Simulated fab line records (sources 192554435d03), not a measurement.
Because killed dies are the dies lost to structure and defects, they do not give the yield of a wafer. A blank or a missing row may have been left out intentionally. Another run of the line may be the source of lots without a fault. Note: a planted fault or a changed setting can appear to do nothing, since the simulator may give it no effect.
Split-lot experiment / flow n5Finfet / 7 lots, 21 wafers read, on a route of 1938 steps

THE SPLIT ITSELF
At N5_BEOL_M1_HM_DEP_02 (deposits TiN, target thk 20 nm), the setting targetThkA was moved away from the recipe's 200 angstrom on 3 of the 21 wafers read, by +4.6% to +6.7%. All remaining wafers had this setting at the recipe value.

FROM THE SPLIT TO THE READING: what the file shows between them, 6 steps
- N5_BEOL_M1_COAT_61: time 60 s, resist thk 60 nm
- N5_BEOL_M1_COAT_62: time 60 s, resist thk 12 nm
- N5_BEOL_M1_STRIP_75: strips in N2/H2
- N5_BEOL_M1_STRIP_66: strips in CF4
- N5_BEOL_M1_HM_OPEN_17: chemistry Cl2/BCl3, target TiN, target depth 20 nm, overetch 6 nm
- N5_BEOL_M1_ALD_98: deposits SiO2, target thk 2.5 nm, pulse time 1 s, co reactant pulse time 1 s (also split here: aldCycles)

THE READING
TiN_of_BEOL_M1_HM_DEP_02.thkNm (the simulator's own value, which no gauge read), in nm, at N5_BEOL_M1_TRENCH_ETCH_37 (etches SiOC in C4F6/O2, target depth 55.207 nm, time 29 s). The file gives no usual value for it. Across the 18 wafers here that went through the recipe, the average is 17.6 nm and the standard deviation 0.3 nm.

wafer=L076.2; tool, chamber at the split=pvdSputter-01, -; targetThkA as run, angstrom=200; against the recipe=recipe; TiN_of_BEOL_M1_HM_DEP_02.thkNm, nm=17.4; against lot-mates on the recipe=-
wafer=L076.3; tool, chamber at the split=pvdSputter-01, -; targetThkA as run, angstrom=200; against the recipe=recipe; TiN_of_BEOL_M1_HM_DEP_02.thkNm, nm=17.4; against lot-mates on the recipe=-
wafer=L076.4; tool, chamber at the split=pvdSputter-01, -; targetThkA as run, angstrom=213.4; against the recipe=+6.7%; TiN_of_BEOL_M1_HM_DEP_02.thkNm, nm=18.8; against lot-mates on the recipe=+1.4
wafer=L078.1; tool, chamber at the split=pvdSputter-03, -; targetThkA as run, angstrom=200; against the recipe=recipe; TiN_of_BEOL_M1_HM_DEP_02.thkNm, nm=17.8; against lot-mates on the recipe=-
wafer=L078.2; tool, chamber at the split=pvdSputter-03, -; targetThkA as run, angstrom=200; against the recipe=recipe; TiN_of_BEOL_M1_HM_DEP_02.thkNm, nm=17.6; against lot-mates on the recipe=-
wafer=L078.5; tool, chamber at the split=pvdSputter-03, -; targetThkA as run, angstrom=200; against the recipe=recipe; TiN_of_BEOL_M1_HM_DEP_02.thkNm, nm=17.6; against lot-mates on the recipe=-
wafer=L079.1; tool, chamber at the split=pvdSputter-03, -; targetThkA as run, angstrom=200; against the recipe=recipe; TiN_of_BEOL_M1_HM_DEP_02.thkNm, nm=17.6; against lot-mates on the recipe=-
wafer=L079.3; tool, chamber at the split=pvdSputter-03, -; targetThkA as run, angstrom=200; against the recipe=recipe; TiN_of_BEOL_M1_HM_DEP_02.thkNm, nm=17.4; against lot-mates on the recipe=-
wafer=L079.5; tool, chamber at the split=pvdSputter-03, -; targetThkA as run, angstrom=200; against the recipe=recipe; TiN_of_BEOL_M1_HM_DEP_02.thkNm, nm=17.2; against lot-mates on the recipe=-
wafer=L080.3; tool, chamber at the split=pvdSputter-03, -; targetThkA as run, angstrom=200; against the recipe=recipe; TiN_of_BEOL_M1_HM_DEP_02.thkNm, nm=18.2; against lot-mates on the recipe=-
wafer=L080.5; tool, chamber at the split=pvdSputter-03, -; targetThkA as run, angstrom=200; against the recipe=recipe; TiN_of_BEOL_M1_HM_DEP_02.thkNm, nm=17.6; against lot-mates on the recipe=-
wafer=L080.6; tool, chamber at the split=pvdSputter-03, -; targetThkA as run, angstrom=200; against the recipe=recipe; TiN_of_BEOL_M1_HM_DEP_02.thkNm, nm=18.2; against lot-mates on the recipe=-
wafer=L085.2; tool, chamber at the split=pvdSputter-01, -; targetThkA as run, angstrom=209.2; against the recipe=+4.6%; TiN_of_BEOL_M1_HM_DEP_02.thkNm, nm=18; against lot-mates on the recipe=+0.7
wafer=L085.4; tool, chamber at the split=pvdSputter-01, -; targetThkA as run, angstrom=200; against the recipe=recipe; TiN_of_BEOL_M1_HM_DEP_02.thkNm, nm=17; against lot-mates on the recipe=-
wafer=L085.5; tool, chamber at the split=pvdSputter-01, -; targetThkA as run, angstrom=200; against the recipe=recipe; TiN_of_BEOL_M1_HM_DEP_02.thkNm, nm=17.6; against lot-mates on the recipe=-
wafer=L087.1; tool, chamber at the split=pvdSputter-01, -; targetThkA as run, angstrom=200; against the recipe=recipe; TiN_of_BEOL_M1_HM_DEP_02.thkNm, nm=17.8; against lot-mates on the recipe=-
wafer=L087.2; tool, chamber at the split=pvdSputter-01, -; targetThkA as run, angstrom=200; against the recipe=recipe; TiN_of_BEOL_M1_HM_DEP_02.thkNm, nm=17.4; against lot-mates on the recipe=-
wafer=L087.6; tool, chamber at the split=pvdSputter-01, -; targetThkA as run, angstrom=200; against the recipe=recipe; TiN_of_BEOL_M1_HM_DEP_02.thkNm, nm=17.2; against lot-mates on the recipe=-
wafer=L091.1; tool, chamber at the split=pvdSputter-01, -; targetThkA as run, angstrom=210.3; against the recipe=+5.2%; TiN_of_BEOL_M1_HM_DEP_02.thkNm, nm=19; against lot-mates on the recipe=+1.5
wafer=L091.2; tool, chamber at the split=pvdSputter-01, -; targetThkA as run, angstrom=200; against the recipe=recipe; TiN_of_BEOL_M1_HM_DEP_02.thkNm, nm=17.4; against lot-mates on the recipe=-
wafer=L091.4; tool, chamber at the split=pvdSputter-01, -; targetThkA as run, angstrom=200; against the recipe=recipe; TiN_of_BEOL_M1_HM_DEP_02.thkNm, nm=17.6; against lot-mates on the recipe=-

FIT RESULTS
A straight line over all 21 wafers: TiN_of_BEOL_M1_HM_DEP_02.thkNm changes by +0.193 nm for each +1% of targetThkA; r = +0.77; the points scatter about the line by 0.33 nm.
The same after taking each lot's own level away (the mean of its wafers on the recipe; 21 wafers): +0.22 nm for each +1%; r = +0.89; scatter 0.23 nm.
Per that fit: largest targetThkA move, reading shift of 1.5 nm.
The span of the lots' own levels, 17.30 to 18.00 nm, comes to 2.3 times the standard deviation stated above.
So the lot-to-lot level blurs the effect unless lot-mates are compared.
Check: with one of the wafers moved furthest among these (+6.7%) left out of the fit, the line predicts +1.54 nm for it against its lot-mates. Against them it came out at +1.4 nm.

OTHER SPLITS ON THESE WAFERS
Before the reading, these wafers also passed through other splits. Each is held against what the fit with the lots' levels taken away leaves over:
other split on the same wafers=N5_BEOL_M1_ILD_DEP_00 timeS; wafers away from the commonest value=8; r with TiN_of_BEOL_M1_HM_DEP_02.thkNm (lot level and that fit taken away)=+0.27
other split on the same wafers=N5_BEOL_M1_ALD_98 aldCycles; wafers away from the commonest value=11; r with TiN_of_BEOL_M1_HM_DEP_02.thkNm (lot level and that fit taken away)=-0.23

THE WHOLE CHAIN: every reading that the file lists as answering this split, in the file's order
step=N5_BEOL_M1_HM_DEP_02; what it does=deposits TiN, target thk 20 nm; reading=TiN_of_BEOL_M1_HM_DEP_02.thkNm (the simulator's own value, which no gauge read); change (the file's fit)=+0.225 nm for each +1% of the setting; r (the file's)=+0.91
step=N5_BEOL_M1_HM_OPEN_17; what it does=chemistry Cl2/BCl3, target TiN, target depth 20 nm, overetch 6 nm; reading=etch.depthNm (the simulator's own value, which no gauge read); change (the file's fit)=+0.222 nm for each +1% of the setting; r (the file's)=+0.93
step=N5_BEOL_M1_TRENCH_ETCH_37; what it does=etches SiOC in C4F6/O2, target depth 55.207 nm, time 29 s; reading=TiN_of_BEOL_M1_HM_DEP_02.thkNm (the simulator's own value, which no gauge read); change (the file's fit)=+0.22 nm for each +1% of the setting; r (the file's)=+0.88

FILE'S OWN FIT
TiN_of_BEOL_M1_HM_DEP_02.thkNm changes by +0.22 nm for each +1% of targetThkA, r = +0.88.
